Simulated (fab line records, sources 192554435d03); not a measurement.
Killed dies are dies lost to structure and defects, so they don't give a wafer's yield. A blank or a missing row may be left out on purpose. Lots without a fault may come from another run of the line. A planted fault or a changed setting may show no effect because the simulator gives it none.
fab line records | flow n5_finfet
record lots=5 wafers=15 last_day=17
route steps=1938 shown BEOL_M4@1078
lots that met no fault: from a run of the same line without faults
start_h: hours from the record's first day to the start of the lot's first wafer shown | wait_h: hours since the lot's step before | " the same as in the row above | L1.1+2: a row that stands for several wafers | - no value, or no start given | * or withheld: withheld | < > ~ a bound
route shown NAME@n: a module of which the file shows steps, and the number in the route of the first | usual: mean/standard deviation of fault-free wafers | same: alike in all rows | chamber/n: place in a boat | sites: the reading at each site | _std_site: their standard deviation | _edge_site: outer sites' mean less inner sites' | radius_mm: how far each site lies from the wafer's centre | mask NAME#n: copy n | behind: the tool/chamber that last shaped the wafer | hold: why the lot was held/for how many hours/how that ended | device: the transistor (n, p or np) that didn't switch | end of line: the same wafers' tests at the end of the route | a step without rows: its recipe alone | killed: dies lost to structure and defects at the first sort, not the wafer's yield | map: a wafer's dies, x killed, . not, _ none there
set.NAME: the setting as run; set.NAME@STEP: as run at that earlier step | model.NAME: the simulator's own value behind a step, which no gauge read
lots at some steps of the route; a table a step, a row a wafer
services: from which hour (start_h, from the record's first day; less than 0 if before it) a tool's chamber was out of use, for how many hours, and why
## steps
# step N5_BEOL_M4_CD_MEAS_35
# recipe target_cd_nm=18 target_cd_y_nm=22.4 polarity=opening
# usual cd_nm=18.1/0.33
# columns lot.wafer tool chamber start_h wait_h cd_nm
L082.1 cd_sem-03 - 200.14 0.0 18.0
L082.2 " - " " 17.7
L082.5 " - " " 18.3
L084.1 cd_sem-03 - 221.81 0.0 18.1
L084.3 " - " " 18.0
L084.4 " - " " 18.3
L092.1 cd_sem-01 - 282.81 0.0 18.2
L092.2 " - " " 18.3
L092.3 " - " " 18.2
L095.2 cd_sem-02 - 305.92 0.0 18.5
L095.5 " - " " 18.2
L095.6 " - " " 18.5
L097.1 cd_sem-03 - 309.42 0.0 18.2
L097.2 " - " " 17.9
L097.5 " - " " 17.9
# step N5_BEOL_M4_DEGAS_44
# recipe ambient=vacuum temp_c=250 time_s=60
# usual heater_power_w=345/25
# columns lot.wafer tool chamber start_h wait_h heater_power_w
L082.1 pvd_sputter-03 - 200.22 0.1 337
L082.2 " - " " 419
L082.5 " - " " 403
L084.1 pvd_sputter-01 - 222.09 0.3 360
L084.3 " - " " 342
L084.4 " - " " 322
L092.1 pvd_sputter-03 - 283.19 0.4 407
L092.2 " - " " 329
L092.3 " - " " 340
L095.2 pvd_sputter-02 - 306.31 0.4 380
L095.5 " - " " 350
L095.6 " - " " 337
L097.1 pvd_sputter-03 - 309.46 0.0 348
L097.2 " - " " 338
L097.5 " - " " 327
# step N5_BEOL_M4_PRE_CLEAN_45
# recipe gas=H2/He time_s=30 temp_c=250
# usual heater_power_w=345/25
# columns lot.wafer tool chamber start_h wait_h heater_power_w
L082.1 pvd_sputter-03 - 200.26 0.0 343
L082.2 " - " " 406
L082.5 " - " " 414
L084.1 pvd_sputter-01 - 222.13 0.0 371
L084.3 " - " " 345
L084.4 " - " " 321
L092.1 pvd_sputter-03 - 283.23 0.0 409
L092.2 " - " " 331
L092.3 " - " " 341
L095.2 pvd_sputter-02 - 306.35 0.0 368
L095.5 " - " " 345
L095.6 " - " " 337
L097.1 pvd_sputter-03 - 309.50 0.0 340
L097.2 " - " " 327
L097.5 " - " " 329
# step N5_BEOL_M4_ALD_84
# recipe material=TaN target_thk_a=* temp_c=275 ald_precursor_family=PDMAT ald_co_reactant=NH3 pressure_torr=3 carrier_flow_sccm=1500 pulse_time_s=2 purge_time_s=3 co_reactant_purge_time_s=2 co_reactant_pulse_time_s=3 ald_cycles=30 precursor_vessel_temp_c=75 precursor_vessel_pressure_torr=26.25 precursor_vessel_carrier_sccm=1000
# usual heater_power_w=427/51 precursor_vessel_temp_c=75.00/0.13
# same co_reactant_pulse_time_s=3
# columns lot.wafer tool chamber start_h wait_h heater_power_w precursor_vessel_temp_c since_wet_clean_h
L082.1 ald_metal-02 2 200.50 0.2 448 75.10 6017
L082.2 " 1 " " 441 75.00 6017
L082.5 " 0 " " 392 75.17 -
L084.1 ald_metal-03 3 222.20 0.0 345 75.01 4500
L084.3 " 2 " " 440 75.08 4500
L084.4 " 0 " " 511 75.19 4500
L092.1 ald_metal-03 0 283.40 0.2 497 74.92 4562
L092.2 " 1 " " 478 75.23 4562
L092.3 " 2 " " 430 75.01 4562
L095.2 ald_metal-02 2 306.56 0.2 449 74.85 6123
L095.5 " 1 " " 434 74.76 -
L095.6 " 2 " " 442 74.97 -
L097.1 ald_metal-01 1 309.56 0.0 331 75.08 3049
L097.2 " 2 " " 430 74.98 3049
L097.5 " 3 " " 450 75.19 -
# step N5_BEOL_M4_SURFACE_TREAT_85
# recipe gas=Ar time_s=* ion_energy_ev=* ion_current_ma_cm2=0.5 pressure_mtorr=* ar_flow_sccm=30
# usual throttle_valve_pct=*
# columns lot.wafer tool chamber start_h wait_h throttle_valve_pct
L082.1 pvd_sputter-02 - 201.96 1.4 *
L082.2 " - " " *
L082.5 " - " " *
L084.1 pvd_sputter-03 - 222.51 0.2 *
L084.3 " - " " *
L084.4 " - " " *
L092.1 pvd_sputter-03 - 283.67 0.2 *
L092.2 " - " " *
L092.3 " - " " *
L095.2 pvd_sputter-02 - 306.79 0.1 *
L095.5 " - " " *
L095.6 " - " " *
L097.1 pvd_sputter-02 - 309.87 0.2 *
L097.2 " - " " *
L097.5 " - " " *
# step N5_BEOL_M4_CVD_47
# recipe material=Co target_thk_a=30 temp_c=withheld precursor=CCTBA/H2 pressure_torr=30 time_s=223.8
# columns lot.wafer tool chamber start_h wait_h since_wet_clean_h
L082.1 cvd_co-02 1 202.02 0.0 1181
L082.2 " 0 " " 743
L082.5 " 1 " " -
L084.1 cvd_co-01 2 222.57 0.0 523
L084.3 " 1 " " 86
L084.4 " 2 " " -
L092.1 cvd_co-02 0 283.75 0.1 825
L092.2 " 1 " " 1262
L092.3 " 2 " " 366
L095.2 cvd_co-01 2 306.99 0.2 608
L095.5 " 1 " " -
L095.6 " 2 " " -
L097.1 cvd_co-02 1 310.16 0.3 1289
L097.2 " 0 " " 852
L097.5 " 1 " " -
# step N5_BEOL_M4_SPUTTER_48
# recipe material=Cu target_thk_a=45 temp_c=-20 chamber_pressure_pa=0.07 power_w=withheld time_s=8.29
# usual throttle_valve_pct=30.2/1.1
# columns lot.wafer tool chamber start_h wait_h throttle_valve_pct
L082.1 pvd_sputter-01 - 202.32 0.2 30.7
L082.2 " - " " 30.1
L082.5 " - " " 30.1
L084.1 pvd_sputter-03 - 222.75 0.1 31.3
L084.3 " - " " 29.1
L084.4 " - " " 30.5
L092.1 pvd_sputter-03 - 283.95 0.1 31.0
L092.2 " - " " 28.8
L092.3 " - " " 28.7
L095.2 pvd_sputter-02 - 307.23 0.2 30.4
L095.5 " - " " 29.9
L095.6 " - " " 30.3
L097.1 pvd_sputter-03 - 310.60 0.4 30.4
L097.2 " - " " 28.7
L097.5 " - " " 29.1
# step N5_BEOL_M4_ANNEAL_49
# recipe temp_c=400 time_s=240 ambient=vacuum
# usual heater_power_w=873/63
# columns lot.wafer tool chamber start_h wait_h heater_power_w
L082.1 pvd_sputter-01 - 202.40 0.0 799
L082.2 " - " " 917
L082.5 " - " " 897
L084.1 pvd_sputter-03 - 222.83 0.0 809
L084.3 " - " " 997
L084.4 " - " " 858
L092.1 pvd_sputter-03 - 284.03 0.0 818
L092.2 " - " " 1013
L092.3 " - " " 852
L095.2 pvd_sputter-02 - 307.31 0.0 891
L095.5 " - " " 941
L095.6 " - " " 874
L097.1 pvd_sputter-03 - 310.68 0.0 865
L097.2 " - " " 869
L097.5 " - " " 1015
# step N5_BEOL_M4_SPUTTER_79
# recipe material=Cu target_thk_a=45 temp_c=-20 chamber_pressure_pa=0.07 power_w=withheld time_s=8.29
# usual throttle_valve_pct=30.3/1.1
# columns lot.wafer tool chamber start_h wait_h throttle_valve_pct
L082.1 pvd_sputter-01 - 202.54 0.1 30.2
L082.2 " - " " 30.3
L082.5 " - " " 30.0
L084.1 pvd_sputter-03 - 222.97 0.1 31.2
L084.3 " - " " 28.8
L084.4 " - " " 30.6
L092.1 pvd_sputter-03 - 284.17 0.1 31.4
L092.2 " - " " 28.8
L092.3 " - " " 28.4
L095.2 pvd_sputter-02 - 307.45 0.1 30.3
L095.5 " - " " 29.4
L095.6 " - " " 30.5
L097.1 pvd_sputter-03 - 310.82 0.1 30.4
L097.2 " - " " 28.7
L097.5 " - " " 28.9
# step N5_BEOL_M4_ANNEAL_80
# recipe temp_c=400 time_s=240 ambient=vacuum
# usual heater_power_w=872/61
# columns lot.wafer tool chamber start_h wait_h heater_power_w
L082.1 pvd_sputter-01 - 202.62 0.0 802
L082.2 " - " " 890
L082.5 " - " " 909
L084.1 pvd_sputter-03 - 223.05 0.0 817
L084.3 " - " " 992
L084.4 " - " " 870
L092.1 pvd_sputter-03 - 284.25 0.0 820
L092.2 " - " " 986
L092.3 " - " " 826
L095.2 pvd_sputter-02 - 307.53 0.0 878
L095.5 " - " " 974
L095.6 " - " " 868
L097.1 pvd_sputter-03 - 310.90 0.0 866
L097.2 " - " " 829
L097.5 " - " " 1005
# step N5_BEOL_M4_SPUTTER_81
# recipe material=Cu target_thk_a=45 temp_c=-20 chamber_pressure_pa=0.07 power_w=withheld time_s=8.29
# usual throttle_valve_pct=30.2/1.1
# columns lot.wafer tool chamber start_h wait_h throttle_valve_pct
L082.1 pvd_sputter-01 - 202.76 0.1 30.1
L082.2 " - " " 30.3
L082.5 " - " " 30.2
L084.1 pvd_sputter-03 - 223.19 0.1 31.1
L084.3 " - " " 28.9
L084.4 " - " " 30.5
L092.1 pvd_sputter-03 - 284.39 0.1 31.3
L092.2 " - " " 28.6
L092.3 " - " " 28.7
L095.2 pvd_sputter-02 - 307.67 0.1 30.5
L095.5 " - " " 30.0
L095.6 " - " " 30.3
L097.1 pvd_sputter-03 - 311.04 0.1 30.7
L097.2 " - " " 28.6
L097.5 " - " " 29.0
# step N5_BEOL_M4_ANNEAL_82
# recipe temp_c=400 time_s=240 ambient=vacuum
# usual heater_power_w=872/63
# columns lot.wafer tool chamber start_h wait_h heater_power_w
L082.1 pvd_sputter-01 - 202.84 0.0 819
L082.2 " - " " 896
L082.5 " - " " 890
L084.1 pvd_sputter-03 - 223.27 0.0 812
L084.3 " - " " 972
L084.4 " - " " 843
L092.1 pvd_sputter-03 - 284.47 0.0 822
L092.2 " - " " 1000
L092.3 " - " " 832
L095.2 pvd_sputter-02 - 307.75 0.0 879
L095.5 " - " " 963
L095.6 " - " " 882
L097.1 pvd_sputter-03 - 311.12 0.0 843
L097.2 " - " " 836
L097.5 " - " " 994
# step N5_BEOL_M4_SPUTTER_86
# recipe material=Cu target_thk_a=45 temp_c=-20 chamber_pressure_pa=0.07 power_w=withheld time_s=8.29
# usual throttle_valve_pct=30.2/1.1
# columns lot.wafer tool chamber start_h wait_h throttle_valve_pct
L082.1 pvd_sputter-01 - 202.98 0.1 30.5
L082.2 " - " " 30.2
L082.5 " - " " 30.1
L084.1 pvd_sputter-03 - 223.41 0.1 31.3
L084.3 " - " " 29.0
L084.4 " - " " 30.7
L092.1 pvd_sputter-03 - 284.61 0.1 31.1
L092.2 " - " " 28.6
L092.3 " - " " 28.7
L095.2 pvd_sputter-02 - 307.89 0.1 30.3
L095.5 " - " " 29.8
L095.6 " - " " 30.2
L097.1 pvd_sputter-03 - 311.26 0.1 30.6
L097.2 " - " " 28.5
L097.5 " - " " 28.9
# step N5_BEOL_M4_ANNEAL_87
# recipe temp_c=400 time_s=240 ambient=vacuum
# usual heater_power_w=873/62
# columns lot.wafer tool chamber start_h wait_h heater_power_w
L082.1 pvd_sputter-01 - 203.06 0.0 826
L082.2 " - " " 889
L082.5 " - " " 896
L084.1 pvd_sputter-03 - 223.49 0.0 813
L084.3 " - " " 954
L084.4 " - " " 869
L092.1 pvd_sputter-03 - 284.69 0.0 802
L092.2 " - " " 1002
L092.3 " - " " 826
L095.2 pvd_sputter-02 - 307.97 0.0 872
L095.5 " - " " 970
L095.6 " - " " 833
L097.1 pvd_sputter-03 - 311.34 0.0 843
L097.2 " - " " 860
L097.5 " - " " 986
# step N5_BEOL_M4_SPUTTER_88
# recipe material=Cu target_thk_a=45 temp_c=-20 chamber_pressure_pa=0.07 power_w=withheld time_s=8.29
# usual throttle_valve_pct=30.2/1.1
# columns lot.wafer tool chamber start_h wait_h throttle_valve_pct
L082.1 pvd_sputter-01 - 203.20 0.1 30.3
L082.2 " - " " 30.2
L082.5 " - " " 30.1
L084.1 pvd_sputter-03 - 223.63 0.1 31.1
L084.3 " - " " 29.0
L084.4 " - " " 30.4
L092.1 pvd_sputter-03 - 284.83 0.1 31.4
L092.2 " - " " 28.8
L092.3 " - " " 28.8
L095.2 pvd_sputter-02 - 308.11 0.1 30.3
L095.5 " - " " 29.7
L095.6 " - " " 30.2
L097.1 pvd_sputter-03 - 311.48 0.1 30.4
L097.2 " - " " 28.8
L097.5 " - " " 28.8
# step N5_BEOL_M4_ANNEAL_89
# recipe temp_c=400 time_s=240 ambient=vacuum
# usual heater_power_w=872/61
# columns lot.wafer tool chamber start_h wait_h heater_power_w
L082.1 pvd_sputter-01 - 203.28 0.0 818
L082.2 " - " " 927
L082.5 " - " " 881
L084.1 pvd_sputter-03 - 223.71 0.0 825
L084.3 " - " " 1011
L084.4 " - " " 857
L092.1 pvd_sputter-03 - 284.91 0.0 802
L092.2 " - " " 985
L092.3 " - " " 835
L095.2 pvd_sputter-02 - 308.19 0.0 897
L095.5 " - " " 936
L095.6 " - " " 860
L097.1 pvd_sputter-03 - 311.56 0.0 883
L097.2 " - " " 840
L097.5 " - " " 980
# step N5_BEOL_M4_SPUTTER_90
# recipe material=Cu target_thk_a=45 temp_c=-20 chamber_pressure_pa=0.07 power_w=withheld time_s=8.29
# usual throttle_valve_pct=30.2/1.1
# columns lot.wafer tool chamber start_h wait_h throttle_valve_pct
L082.1 pvd_sputter-01 - 203.42 0.1 30.5
L082.2 " - " " 30.1
L082.5 " - " " 30.0
L084.1 pvd_sputter-03 - 223.85 0.1 31.1
L084.3 " - " " 28.8
L084.4 " - " " 30.5
L092.1 pvd_sputter-03 - 285.05 0.1 31.0
L092.2 " - " " 29.0
L092.3 " - " " 28.8
L095.2 pvd_sputter-02 - 308.33 0.1 30.4
L095.5 " - " " 29.8
L095.6 " - " " 30.0
L097.1 pvd_sputter-03 - 311.70 0.1 30.5
L097.2 " - " " 28.6
L097.5 " - " " 28.6
# step N5_BEOL_M4_ANNEAL_91
# recipe temp_c=400 time_s=240 ambient=vacuum
# usual heater_power_w=871/62
# columns lot.wafer tool chamber start_h wait_h heater_power_w
L082.1 pvd_sputter-01 - 203.50 0.0 821
L082.2 " - " " 887
L082.5 " - " " 902
L084.1 pvd_sputter-03 - 223.93 0.0 801
L084.3 " - " " 1009
L084.4 " - " " 874
L092.1 pvd_sputter-03 - 285.13 0.0 820
L092.2 " - " " 1000
L092.3 " - " " 839
L095.2 pvd_sputter-02 - 308.41 0.0 894
L095.5 " - " " 964
L095.6 " - " " 866
L097.1 pvd_sputter-03 - 311.78 0.0 888
L097.2 " - " " 840
L097.5 " - " " 1010
# step N5_BEOL_M4_SPUTTER_92
# recipe material=Cu target_thk_a=45 temp_c=-20 chamber_pressure_pa=0.07 power_w=withheld time_s=8.29
# usual throttle_valve_pct=30.2/1.1
# columns lot.wafer tool chamber start_h wait_h throttle_valve_pct
L082.1 pvd_sputter-01 - 203.64 0.1 30.3
L082.2 " - " " 30.1
L082.5 " - " " 30.1
L084.1 pvd_sputter-03 - 224.07 0.1 31.2
L084.3 " - " " 29.1
L084.4 " - " " 30.6
L092.1 pvd_sputter-03 - 285.27 0.1 31.2
L092.2 " - " " 28.8
L092.3 " - " " 28.6
L095.2 pvd_sputter-02 - 308.55 0.1 30.5
L095.5 " - " " 29.7
L095.6 " - " " 30.3
L097.1 pvd_sputter-03 - 311.92 0.1 30.5
L097.2 " - " " 28.6
L097.5 " - " " 28.9
# step N5_BEOL_M4_ANNEAL_93
# recipe temp_c=400 time_s=240 ambient=vacuum
# usual heater_power_w=871/63
# columns lot.wafer tool chamber start_h wait_h heater_power_w
L082.1 pvd_sputter-01 - 203.72 0.0 806
L082.2 " - " " 903
L082.5 " - " " 912
L084.1 pvd_sputter-03 - 224.15 0.0 818
L084.3 " - " " 1004
L084.4 " - " " 865
L092.1 pvd_sputter-03 - 285.35 0.0 825
L092.2 " - " " 986
L092.3 " - " " 825
L095.2 pvd_sputter-02 - 308.63 0.0 883
L095.5 " - " " 972
L095.6 " - " " 842
L097.1 pvd_sputter-03 - 312.00 0.0 857
L097.2 " - " " 819
L097.5 " - " " 981
# step N5_BEOL_M4_SPUTTER_94
# recipe material=Cu target_thk_a=45 temp_c=-20 chamber_pressure_pa=0.07 power_w=withheld time_s=8.29
# usual throttle_valve_pct=30.2/1.1
# columns lot.wafer tool chamber start_h wait_h throttle_valve_pct
L082.1 pvd_sputter-01 - 203.86 0.1 30.5
L082.2 " - " " 30.1
L082.5 " - " " 30.2
L084.1 pvd_sputter-03 - 224.29 0.1 31.2
L084.3 " - " " 28.8
L084.4 " - " " 30.3
L092.1 pvd_sputter-03 - 285.49 0.1 31.2
L092.2 " - " " 29.0
L092.3 " - " " 28.5
L095.2 pvd_sputter-02 - 308.77 0.1 30.2
L095.5 " - " " 29.9
L095.6 " - " " 30.4
L097.1 pvd_sputter-03 - 312.14 0.1 30.5
L097.2 " - " " 28.5
L097.5 " - " " 29.1
# step N5_BEOL_M4_ANNEAL_95
# recipe temp_c=400 time_s=240 ambient=vacuum
# usual heater_power_w=874/64
# columns lot.wafer tool chamber start_h wait_h heater_power_w
L082.1 pvd_sputter-01 - 203.94 0.0 830
L082.2 " - " " 895
L082.5 " - " " 912
L084.1 pvd_sputter-03 - 224.37 0.0 815
L084.3 " - " " 1004
L084.4 " - " " 875
L092.1 pvd_sputter-03 - 285.57 0.0 814
L092.2 " - " " 1010
L092.3 " - " " 839
L095.2 pvd_sputter-02 - 308.85 0.0 879
L095.5 " - " " 956
L095.6 " - " " 855
L097.1 pvd_sputter-03 - 312.22 0.0 873
L097.2 " - " " 835
L097.5 " - " " 983
# step N5_BEOL_M4_SPUTTER_96
# recipe material=Cu target_thk_a=45 temp_c=-20 chamber_pressure_pa=0.07 power_w=withheld time_s=8.29
# usual throttle_valve_pct=30.2/1.1
# columns lot.wafer tool chamber start_h wait_h throttle_valve_pct
L082.1 pvd_sputter-01 - 204.08 0.1 30.3
L082.2 " - " " 30.2
L082.5 " - " " 30.1
L084.1 pvd_sputter-03 - 224.51 0.1 30.9
L084.3 " - " " 28.8
L084.4 " - " " 30.5
L092.1 pvd_sputter-03 - 285.71 0.1 31.3
L092.2 " - " " 29.0
L092.3 " - " " 28.5
L095.2 pvd_sputter-02 - 308.99 0.1 30.3
L095.5 " - " " 29.9
L095.6 " - " " 30.1
L097.1 pvd_sputter-03 - 312.36 0.1 30.7
L097.2 " - " " 28.5
L097.5 " - " " 29.1
# step N5_BEOL_M4_ECD_50
# recipe material=Cu target_thk_a=3000
# columns lot.wafer tool chamber start_h wait_h
L082.1+2+5 ecd_cu-02 0,1,0 204.20 0.1
L084.1+3+4 ecd_cu-02 1,1,0 224.63 0.1
L092.1+2+3 ecd_cu-02 1,0,0 285.83 0.1
L095.2+5+6 ecd_cu-02 0,1,0 309.11 0.1
L097.1+2+5 ecd_cu-02 1,0,0 312.48 0.1
# step N5_BEOL_M4_ANNEAL_51
# recipe temp_c=225 time_s=90 ambient=N2
# usual wafer_temp_C_max=225.91/0.26
# columns lot.wafer tool chamber start_h wait_h wafer_temp_C_max
L082.1 rtp_anneal-02 0 204.28 0.1 226.20
L082.2 " 0 " " 225.80
L082.5 " 0 " " 226.21
L084.1 rtp_anneal-02 0 224.71 0.1 225.86
L084.3 " 0 " " 225.86
L084.4 " 0 " " 225.81
L092.1 rtp_anneal-01 0 285.90 0.1 225.70
L092.2 " 0 " " 225.72
L092.3 " 0 " " 226.10
L095.2 rtp_anneal-01 0 309.25 0.1 225.64
L095.5 " 0 " " 225.79
L095.6 " 0 " " 225.72
L097.1 rtp_anneal-02 0 312.58 0.1 225.95
L097.2 " 0 " " 225.94
L097.5 " 0 " " 226.22
# step N5_BEOL_M4_CMP_52
# recipe stop_on=SiOC t_overpolish_s=6.8 down_force_psi=1 platen_rpm=50 clearing_platen_down_force_psi=1.5 clearing_platen_rpm=50 post_cmp_clean=cu_alkaline target_thk_nm=40 clearing_platen_pad_velocity_m_s=0.99484 pad_velocity_m_s=0.99484
# usual barrier_field_endpoint_s=24.8/0.67 head_pressure_psi=1.0000/0.0023 motor_current_A=6.2/0.47 overpolish_run_s=6.800/0.0098 retaining_ring_pressure_frac=0.999/0.0045 slurry_flow_ml_min=150.0/0.46 time_to_endpoint_s=63/3.2
# columns lot.wafer tool chamber start_h wait_h barrier_field_endpoint_s head_pressure_psi motor_current_A overpolish_run_s retaining_ring_pressure_frac slurry_flow_ml_min time_to_endpoint_s
L082.1 cmp-03 3 204.65 0.3 24.5 1.0002 6.5 6.800 0.997 150.2 64
L082.2 " 0 " " 24.6 0.9955 5.9 6.801 1.004 149.6 61
L082.5 " 1 " " 25.0 0.9996 6.6 6.795 0.998 149.9 61
L084.1 cmp-04 3 225.00 0.3 25.0 0.9982 6.0 6.792 1.003 150.1 68
L084.3 " 0 " " 23.7 0.9998 5.5 6.804 0.998 150.8 63
L084.4 " 1 " " 24.8 0.9972 6.7 6.788 0.996 149.0 67
L092.1 cmp-01 1 286.20 0.3 24.4 0.9996 6.3 6.800 0.997 149.5 61
L092.3 " 2 " " 24.9 1.0016 7.0 6.806 1.004 150.0 64
L092.2 " 3 " " 24.1 0.9984 5.8 6.828 0.993 150.7 61
L095.2 cmp-01 0 309.62 0.3 24.1 1.0025 5.6 6.810 0.996 150.2 63
L095.6 " 1 " " 24.7 1.0025 6.3 6.791 0.989 149.3 64
L095.5 " 2 " " 25.7 1.0005 6.5 6.794 1.002 149.5 67
L097.1 cmp-03 2 312.92 0.3 25.2 1.0017 6.4 6.798 0.989 150.1 67
L097.2 " 3 " " 25.4 0.9976 6.4 6.795 1.006 150.1 66
L097.5 " 2 " " 25.1 1.0019 6.4 6.805 0.994 150.1 65
# step N5_BEOL_M4_THK_MEAS_53
# recipe thk_meas_gauge=xrf reads=Cu_of_BEOL_M4_ECD_50
# usual M4_THK=40.8/1.7
# columns lot.wafer tool chamber start_h wait_h M4_THK[nm]
L082.1 film_metro-02 - 204.87 - 40.5
L082.2 " - " " 42.8
L082.5 " - " " 38.3
L084.1 film_metro-02 - 225.30 - 41.2
L084.3 " - " " 38.8
L084.4 " - " " 41.4
L092.1 film_metro-01 - 286.50 - 43.7
L092.2 " - " " 43.1
L092.3 " - " " 42.9
L095.2 film_metro-02 - 309.80 - 39.8
L095.5 " - " " 42.5
L095.6 " - " " 39.1
L097.1 film_metro-01 - 313.18 - 40.5
L097.2 " - " " 42.5
L097.5 " - " " 40.9
# step N5_BEOL_M4_PRE_CLEAN_60
# recipe gas=NH3/H2 time_s=15 temp_c=* rf_power_w=300
# usual heater_power_w=81/21
# columns lot.wafer tool chamber start_h wait_h heater_power_w since_wet_clean_h
L082.1 cvd_co-02 0 204.92 0.0 58 746
L082.2 " 1 " " 83 1184
L082.5 " 1 " " 79 -
L084.1 cvd_co-02 1 225.34 0.0 79 1204
L084.3 " 2 " " 104 307
L084.4 " 1 " " 79 -
L092.1 cvd_co-01 1 286.53 0.0 67 150
L092.2 " 0 " " 71 1047
L092.3 " 2 " " 116 587
L095.2 cvd_co-02 2 310.00 0.2 108 392
L095.5 " 0 " " 59 -
L095.6 " 1 " " 80 -
L097.1 cvd_co-01 2 313.30 0.1 117 614
L097.2 " 0 " " 70 1073
L097.5 " 2 " " 117 -
# step N5_BEOL_M4_CO_CAP_55
# recipe material=Co target_thk_a=20 temp_c=200 precursor=CCTBA/H2 pressure_torr=30 time_s=102.1
# usual heater_power_w=232/27
# columns lot.wafer tool chamber start_h wait_h heater_power_w since_wet_clean_h
L082.1 cvd_co-02 0 204.98 0.0 199 746
L082.2 " 1 " " 231 1184
L082.5 " 1 " " 230 -
L084.1 cvd_co-02 1 225.38 0.0 233 1204
L084.3 " 2 " " 258 307
L084.4 " 1 " " 225 -
L092.1 cvd_co-01 1 286.57 0.0 214 150
L092.2 " 0 " " 221 1047
L092.3 " 2 " " 271 587
L095.2 cvd_co-02 2 310.04 0.0 260 392
L095.5 " 0 " " 208 -
L095.6 " 1 " " 220 -
L097.1 cvd_co-01 2 313.34 0.0 280 614
L097.2 " 0 " " 215 1073
L097.5 " 2 " " 275 -
# step N5_BEOL_M4_PRE_CLEAN_56
# recipe gas=NH3 time_s=15 temp_c=withheld rf_power_w=300
# columns lot.wafer tool chamber start_h wait_h since_wet_clean_h
L082.1 pecvd-02 1 205.11 0.1 1815
L082.2 " 0 " " 1090
L082.5 " 2 " " -
L084.1 pecvd-01 0 225.47 0.1 1292
L084.3 " 1 " " 2017
L084.4 " 0 " " -
L092.1 pecvd-01 1 286.67 0.1 2078
L092.2 " 2 " " 564
L092.3 " 0 " " 1353
L095.2 pecvd-04 2 310.13 0.1 79
L095.5 " 1 " " -
L095.6 " 2 " " -
L097.1 pecvd-02 2 313.43 0.1 445
L097.2 " 0 " " 1199
L097.5 " 0 " " -
# step N5_BEOL_M4_DEP_57
# recipe material=SiCN target_thk_a=80 temp_c=withheld precursor=3MS/NH3 pressure_torr=3 rf_w=202 time_s=14
# usual showerhead_plenum_p_Torr=3.666/0.01 showerhead_vpp_V=876/37 throttle_valve_pct=9.3/0.6
# columns lot.wafer tool chamber start_h wait_h showerhead_plenum_p_Torr showerhead_vpp_V since_wet_clean_h throttle_valve_pct
L082.1 pecvd-02 1 205.13 0.0 3.649 891 1815 8.8
L082.2 " 0 " " 3.649 842 1090 9.0
L082.5 " 2 " " 3.678 906 - 8.7
L084.1 pecvd-01 0 225.49 0.0 3.647 834 1292 9.1
L084.3 " 1 " " 3.665 837 2017 10.3
L084.4 " 0 " " 3.657 816 - 9.0
L092.1 pecvd-01 1 286.69 0.0 3.662 831 2078 10.3
L092.2 " 2 " " 3.670 935 564 9.0
L092.3 " 0 " " 3.658 807 1353 9.1
L095.2 pecvd-04 2 310.15 0.0 3.666 883 79 8.7
L095.5 " 1 " " 3.673 901 - 9.8
L095.6 " 2 " " 3.667 898 - 8.7
L097.1 pecvd-02 2 313.46 0.0 3.683 918 445 8.8
L097.2 " 0 " " 3.667 852 1199 9.3
L097.5 " 0 " " 3.657 846 - 9.2
# step N5_BEOL_M4_RS_MEAS_58
# recipe thk_meas_gauge=four-point-probe reads=Co_of_BEOL_M4_CO_CAP_55+Cu_of_BEOL_M4_ECD_50+Co_of_BEOL_M4_CVD_47+TaN_of_BEOL_M4_ALD_84
# usual M4_RS=0.66/0.034
# columns lot.wafer tool chamber start_h wait_h M4_RS[ohm/sq]
L082.1 film_metro-01 - 205.20 0.0 0.67
L082.2 " - " " 0.62
L082.5 " - " " 0.71
L084.1 film_metro-02 - 225.56 0.0 0.65
L084.3 " - " " 0.70
L084.4 " - " " 0.64
L092.1 film_metro-02 - 286.76 0.0 0.61
L092.2 " - " " 0.62
L092.3 " - " " 0.63
L095.2 film_metro-01 - 310.22 0.1 0.67
L095.5 " - " " 0.62
L095.6 " - " " 0.68
L097.1 film_metro-02 - 313.52 0.0 0.67
L097.2 " - " " 0.63
L097.5 " - " " 0.66
# step N5_BEOL_M4_INSPECT_59
# recipe inspect_instrument=darkfield mode=post_dep
# usual raw_defect_count=75/27
# columns lot.wafer tool chamber start_h wait_h raw_defect_count
L082.1 defect_inspect-02 - 205.22 0.0 109
L082.2 " - " " 97
L082.5 " - " " 87
L084.1 defect_inspect-02 - 225.58 0.0 43
L084.3 " - " " 46
L084.4 " - " " 77
L092.1 defect_inspect-01 - 286.78 0.0 66
L092.2 " - " " 84
L092.3 " - " " 97
L095.2 defect_inspect-02 - 310.25 0.0 41
L095.5 " - " " 66
L095.6 " - " " 55
L097.1 defect_inspect-01 - 313.55 0.0 74
L097.2 " - " " 70
L097.5 " - " " 146
## services
# columns tool chamber start_h hours kind
cmp-03 - 178.16 0.6 repair
cvd_co-01 - 189.76 1.3 repair
cmp-03 - 192.81 6.1 repair
cvd_co-02 2 195.82 16.5 repair
ald_metal-03 2 196.79 18.2 repair
cmp-04 - 202.78 8.0 repair
ald_metal-03 3 203.64 4.5 repair
cmp-01 - 208.03 0.7 repair
pecvd-01 1 216.04 4.4 repair
ald_metal-02 - 224.58 1.5 repair
pecvd-02 - 228.51 0.7 repair
rtp_anneal-02 - 232.48 3.3 pm
ald_metal-03 - 233.30 28.1 pm
pvd_sputter-02 - 238.19 1.5 repair
cvd_co-01 - 241.20 0.5 repair
ald_metal-03 - 261.40 6.0 pm
cvd_co-02 - 268.73 0.5 repair
pecvd-04 - 275.15 6.0 pm
pecvd-02 2 276.66 6.6 repair
pvd_sputter-02 - 285.64 5.0 repair
pecvd-02 - 286.30 0.9 repair
ald_metal-02 3 289.54 23.9 repair
cmp-01 - 290.30 4.0 pm
cvd_co-01 - 301.89 0.2 repair
## key
fault none
